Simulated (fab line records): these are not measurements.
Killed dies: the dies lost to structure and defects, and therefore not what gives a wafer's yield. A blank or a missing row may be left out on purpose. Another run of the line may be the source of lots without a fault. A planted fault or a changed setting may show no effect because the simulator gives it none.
Struck lot and sound lot, side by side :: flow n5-finfet :: 41 steps out of a route of 1938
Sound: the wafers L818.2, L818.4, L818.6. Wafers L823.2, L823.3, L823.4 were the ones struck. At the end, the cause is stated.
Per side, at each step with rows, come the tool, then ch with its chambers, and then its first start. Under that, the readings that differ: sound wafers :: struck wafers :: difference of the means :: sigmas: that difference in standard deviations of wafers without a fault.
alike: readings with means less than 2 such deviations apart, plus words and numbers identical on both sides. not compared: withheld readings, readings lacking a value on some wafer, bounds such as >300 that could conceal the same value, and numbers that have no deviation in the record and whose values overlap.
Wherever a step has rows on one side only, a row that says differs or no value, or a row with sigmas, the two part there. Numbers that have no deviation but don't overlap get no sigmas and don't part them. Lack of a reading on every wafer of one side parts them only where that side has two or more wafers.

first, 11 steps without rows for these wafers: N5_FIN_SAQP_STRIP_53 (strips in N2/H2); N5_FIN_SAQP_HM_OPEN_73 (chemistry CHF3/O2, target SiO2, stops on a-Si, target depth 12 nm, time 16.8 s); N5_FIN_SAQP_STRIP_74 (strips in CHF3/O2); N5_FIN_SAQP_MANDREL_ETCH_22 (etches a-Si in HBr/Cl2, stops on SiNx, target depth 60 nm, bt time 10 s, time 30 s); N5_FIN_SAQP_STRIP_55 (strips in N2/H2); N5_FIN_SAQP_STRIP_23 (strips in SPM, time 750 s); N5_FIN_SAQP_SRD_66 (time 30 s); N5_FIN_SAQP_RECESS_75 (chemistry HF/NH3, target SiO2, target depth 14.4 nm, afs cycles 3, sublimation time 60 s); N5_FIN_SAQP_SPACER1_ALD_24 (deposits SiO2, target thk 20.3 nm, pulse time 1 s, purge time 2 s); N5_FIN_SAQP_SPACER1_ETCHBACK_25 (etches SiO2 in CHF3/O2, target depth 24.4 nm, time 12.2 s); N5_FIN_SAQP_MANDREL1_REMOVE_56 (chemistry HBr/Cl2/O2, target a-Si, stops on SiNx, bt time 10 s).
N5_FIN_SAQP_ETCH_57: etches SiNx in CH3F/O2, target depth 32.5 nm, time 46.4 s.
  sound on rie-diel-01 ch 0,1,2, day 3 02:49; struck on rie-diel-01 ch 1,2,3, day 4 06:57
  alike: drypump-motor-current-A, etch-rf-on-time-s, oes-product-au, rf-vpp-V, showerhead-plenum-p-Torr, throttle-valve-pct
  not compared: rf-hours-counter-h
then, 19 steps without rows for these wafers: N5_FIN_SAQP_ETCH_65 (etches SiO2 in CF4, target depth 4 nm, time 4.4 s); N5_FIN_SAQP_MANDREL_ETCH_58 (etches a-Si in HBr/Cl2, stops on SiNx, target depth 45 nm, bt time 10 s, time 27 s); N5_FIN_SAQP_RECESS_63 (chemistry HF/NH3, target SiO2, target depth 18 nm, afs cycles 3, sublimation time 60 s); N5_FIN_SAQP_COAT_68 (time 60 s, resist thk 100 nm); N5_FIN_SAQP_ETCH_69 (etches SOC in N2/H2, stops on SiNx, target depth 150 nm); N5_FIN_SAQP_ETCH_67 (etches SiNx in CH3F/O2, target depth 30 nm); N5_FIN_SAQP_STRIP_70 (strips in N2/H2); N5_FIN_SAQP_RECESS_71 (chemistry HF/NH3, target SiO2, target depth 3 nm, afs cycles 1, sublimation time 60 s); N5_FIN_SAQP_SPACER2_ALD_28 (deposits SiO2, target thk 8.1 nm, pulse time 1 s, purge time 2 s); N5_FIN_SAQP_SPACER2_ETCHBACK_29 (etches SiO2 in CHF3/O2, target depth 12.2 nm, time 6.1 s); N5_FIN_SAQP_MANDREL2_REMOVE_60 (chemistry HBr/Cl2/O2, target a-Si, stops on SiNx, bt time 10 s); N5_FIN_SAQP_HM_OPEN_33 (chemistry CH3F/O2, target SiNx, target depth 49.4 nm, time 70.6 s); N5_FIN_SAQP_ETCH_34 (etches SiO2 in C4F6/O2, target depth 45 nm, time 15 s); N5_FIN_SAQP_STRIP_77 (strips in N2/H2, time 90 s); N5_FIN_SAQP_ETCH_64 (etches SiO2 in CF4, target depth 1.5 nm); N5_FIN_SAQP_FIN_ETCH_36 (etches the open film in HBr/Cl2/O2, target depth 120 nm, time 50.4 s); N5_FIN_SAQP_PRECLEAN_38 (cleans in O3/DIW, time 45 s); N5_FIN_SAQP_PRECLEAN_45 (cleans in dHF, time 10 s); N5_FIN_SAQP_SRD_39 (time 30 s).
N5_FIN_SAQP_INSPECT_40: inspects for defects (brightfield).
  sound on defect-inspect-01, day 3 05:14; struck on defect-inspect-02, day 4 09:10
reading: raw-defect-count
sound: 206 235 205
struck: 760 758 725
difference: +532
sigmas: +8
then, 5 steps without rows for these wafers: N5_FIN_CUT_COAT_18 (time 60 s, resist thk 230 nm); N5_FIN_CUT_COAT_19 (time 60 s, resist thk 20 nm); N5_FIN_CUT_COAT_29 (time 60 s, resist thk 10 nm); N5_FIN_CUT_COAT_02 (resist thk 30 nm); N5_FIN_CUT_EBR_04.
N5_FIN_CUT_INSPECT_10: inspects for defects (brightfield).
  sound on defect-inspect-02, day 3 05:46; struck on defect-inspect-01, day 4 09:41
reading: raw-defect-count
sound: 40 34 30
struck: 537 533 531
difference: +499
sigmas: +45
N5_FIN_CUT_INSPECT_17: inspects for defects (brightfield).
  sound on defect-inspect-01, day 3 06:43; struck on defect-inspect-02, day 4 10:44
reading: raw-defect-count
sound: 203 222 210
struck: 757 763 739
difference: +541
sigmas: +9
-- here the record skips 6 days between the struck wafers' starts before and after, leaving off in module FIN_CUT and picking up in module BEOL_M4 (first step shown: number 1111 of the route) --
N5_BEOL_M4_RC_MEAS_101:
  sound on prober-01 ch 0, day 8 13:40; struck on prober-02 ch 0, day 10 00:25
  alike: DIBL_N, DIBL_P, IOFF_N, IOFF_P, ION_N, ION_P, SS_N, SS_P, VT_N, VT_P
-- here the record skips 5 days between the struck wafers' starts before and after, leaving off in module BEOL_M4 and picking up in module PASSIVATION (first step shown: number 1936 of the route) --
N5_PASSIVATION_PROBE_49:
  rows exist in the record for the struck wafers here (prober-02, day 14 22:23), but not for the sound ones

== WHERE THEY PART ==
Last at N5_PASSIVATION_PROBE_49 as far as this record goes, first at N5_FIN_SAQP_INSPECT_40.

WHY: what the simulator had put in
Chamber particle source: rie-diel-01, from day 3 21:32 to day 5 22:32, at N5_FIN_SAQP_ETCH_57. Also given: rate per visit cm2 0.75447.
